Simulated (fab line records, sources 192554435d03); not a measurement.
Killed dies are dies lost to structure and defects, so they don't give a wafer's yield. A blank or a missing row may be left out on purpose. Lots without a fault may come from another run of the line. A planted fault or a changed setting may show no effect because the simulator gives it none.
A struck lot beside a sound one | flow n5_finfet | 34 steps out of a route of 1938
Sound: wafers L228.1, L228.4, L228.5. Struck: wafers L229.4, L229.5, L229.6. The cause comes at the end.
At each step with rows: each side's tool, then ch and its chambers, then its first start. Under that, the readings that differ: sound wafers | struck wafers | difference of the means | sigmas: that difference in standard deviations of wafers without a fault.
alike: readings whose means differ by less than 2 such deviations, and words and numbers that are the same on both sides. not compared: withheld readings, readings that some wafer has no value for, bounds like >300 that may hide the same value, and numbers for which the record gives no deviation and whose values overlap.
The two part at a step that has a row with sigmas, a row that says differs or no value, or rows on one side only. Numbers that don't overlap but have no deviation are shown without sigmas and don't part them. A reading that every wafer of one side lacks parts them only if that side has two wafers or more.

N5_START_INSPECT_01: inspects for defects (unpatterned scan).
  sound on defect_inspect-02, day 2 18:02; struck on defect_inspect-01, day 3 00:02
  reading          | sound | struck | difference | sigmas
  raw_defect_count | 9 8 9 | 2 7 2  | -5         | -2
then, 2 steps without rows for these wafers: N5_ZERO_LAYER_PRECLEAN_00 (cleans in SPM, time 600 s); N5_ZERO_LAYER_SRD_01 (time 30 s, dry time 30 s).
N5_ZERO_LAYER_PECVD_02: deposits SiO2 from SiH4/N2O, target thk 10 nm, time 6 s.
  sound on pecvd-01 ch 0,1,2, day 2 18:18; struck on pecvd-03 ch 0,1,2, day 3 00:19
  reading                                       | sound            | struck            | difference | sigmas
  model.SiO2_of_ZERO_LAYER_PECVD_02.thk_nm (nm) | 9.874 9.79 10.19 | 7.432 7.432 7.631 | -2.453     |
  alike: heater_power_w, showerhead_plenum_p_Torr
then, 8 steps without rows for these wafers: N5_ZERO_LAYER_HMDS_04 (time 60 s); N5_ZERO_LAYER_COAT_05 (resist thk 1000 nm); N5_ZERO_LAYER_EBR_07; N5_ZERO_LAYER_SOFTBAKE_06 (time 90 s); N5_ZERO_LAYER_EXPOSE_08 (exposes mask ZERO, defocus 0 nm, target cd 2000 nm); N5_ZERO_LAYER_PEB_09; N5_ZERO_LAYER_DEVELOP_10 (develop time 60 s); N5_ZERO_LAYER_HARDBAKE_23 (time 120 s).
N5_ZERO_LAYER_CD_MEAS_11: target cd 2000 nm.
  sound on cd_sem-02 ch 0, day 2 18:47; struck on cd_sem-01 ch 0, day 3 00:40
  alike: cd_nm
N5_ZERO_LAYER_DESCUM_16: chemistry O2, time 7.9 s.
  sound on rie_diel-06 ch 0,1,2, day 2 18:49; struck on rie_diel-06 ch 2,3, day 3 01:08
  alike: drypump_motor_current_A, oes_product_au, rf_vpp_V, showerhead_plenum_p_Torr, throttle_valve_pct
  not compared: rf_hours_counter_h
N5_ZERO_LAYER_ETCH_17: etches SiO2 in CF4, target depth 12 nm, time 13.3 s.
  sound on rie_diel-06 ch 0,1,2, day 2 18:52; struck on rie_diel-06 ch 2,3, day 3 01:10
  alike: bias_w, drypump_motor_current_A, oes_product_au, rf_vpp_V, showerhead_plenum_p_Torr, throttle_valve_pct
  not compared: rf_hours_counter_h
N5_ZERO_LAYER_ETCH_18: etches Si in HBr/Cl2, target depth 120 nm, time 40 s.
  sound on rie_si-05 ch 0,1,3, day 2 18:56; struck on rie_si-05 ch 0,2,3, day 3 01:14
  alike: bias_w, drypump_motor_current_A, oes_product_au, throttle_valve_pct
  not compared: rf_hours_counter_h
N5_ZERO_LAYER_STRIP_24: strips in O2.
  sound on plasma_asher-02 ch 1, day 2 19:03; struck on plasma_asher-02 ch 0,1, day 3 01:25
  reading                      | sound             | struck            | difference | sigmas
  strip_time_to_endpoint_s (s) | 43.74 43.82 43.90 | 44.10 44.04 44.09 | +0.26      | +3
  alike: drypump_motor_current_A, heater_power_w, oes_product_au
  not compared: rf_hours_counter_h
then, 1 step without rows for these wafers: N5_ZERO_LAYER_STRIP_19 (strips in SPM, time 900 s).
N5_ZERO_LAYER_INSPECT_20: inspects for defects (darkfield).
  sound on defect_inspect-01, day 2 19:25; struck on defect_inspect-01, day 3 01:45
  alike: raw_defect_count
then, 8 steps without rows for these wafers: N5_WELL_APT_HMDS_01 (time 60 s); N5_WELL_APT_COAT_02 (resist thk 950 nm); N5_WELL_APT_EBR_04; N5_WELL_APT_SOFTBAKE_03 (time 60 s); N5_WELL_APT_EXPOSE_05 (exposes mask NWELL, defocus 0 nm, target cd 200 nm); N5_WELL_APT_PEB_06 (peb time 90 s); N5_WELL_APT_DEVELOP_07 (develop time 45 s); N5_WELL_APT_HARDBAKE_12 (time 120 s).
N5_WELL_APT_CD_MEAS_08: target cd 200 nm.
  sound on cd_sem-03 ch 0, day 2 19:50; struck on cd_sem-02 ch 0, day 3 02:11
  alike: cd_nm
N5_WELL_APT_OVL_MEAS_09:
  sound on overlay-01 ch 0, day 2 19:52; struck on overlay-01 ch 0, day 3 02:13
  reading        | sound  | struck    | difference | sigmas
  NWELL_OVL (nm) | 5 8 13 | -1 -8 -11 | -15        | -3
N5_WELL_APT_INSPECT_10: inspects for defects (macro).
  sound on defect_inspect-02, day 2 19:54; struck on defect_inspect-01, day 3 02:14
  reading          | sound | struck | difference | sigmas
  raw_defect_count | 4 5 3 | 0 2 1  | -3         | -2
N5_WELL_APT_DESCUM_13: chemistry O2, time 7.9 s.
  sound on rie_diel-01 ch 0,1,3, day 2 19:56; struck on rie_diel-04 ch 1,2,3, day 3 02:18
  alike: drypump_motor_current_A, oes_product_au, rf_vpp_V, showerhead_plenum_p_Torr, throttle_valve_pct
  not compared: rf_hours_counter_h
then, 2 steps without rows for these wafers: N5_WELL_APT_IMPLANT_14; N5_WELL_APT_IMPLANT_15.
-- the record jumps here: 7 days lie between the struck wafers' starts before and after (it left off in module WELL_APT and takes up again in module BEOL_M4, whose first step shown is number 1111 of the route) --
N5_BEOL_M4_RC_MEAS_101:
  sound on prober-02 ch 0, day 9 23:12; struck on prober-02 ch 0, day 10 02:15
  reading | sound          | struck         | difference | sigmas
  CJ_N    | 4.29 4.38 4.42 | 4.06 4.23 4.00 | -0.27      | -3
  alike: DIBL_N, DIBL_P, IOFF_N, IOFF_P, ION_N, ION_P, SS_N, SS_P, VT_N, VT_P

WHERE THEY PART
First at N5_START_INSPECT_01; last, within this record, at N5_BEOL_M4_RC_MEAS_101.

WHY: what the simulator had put in
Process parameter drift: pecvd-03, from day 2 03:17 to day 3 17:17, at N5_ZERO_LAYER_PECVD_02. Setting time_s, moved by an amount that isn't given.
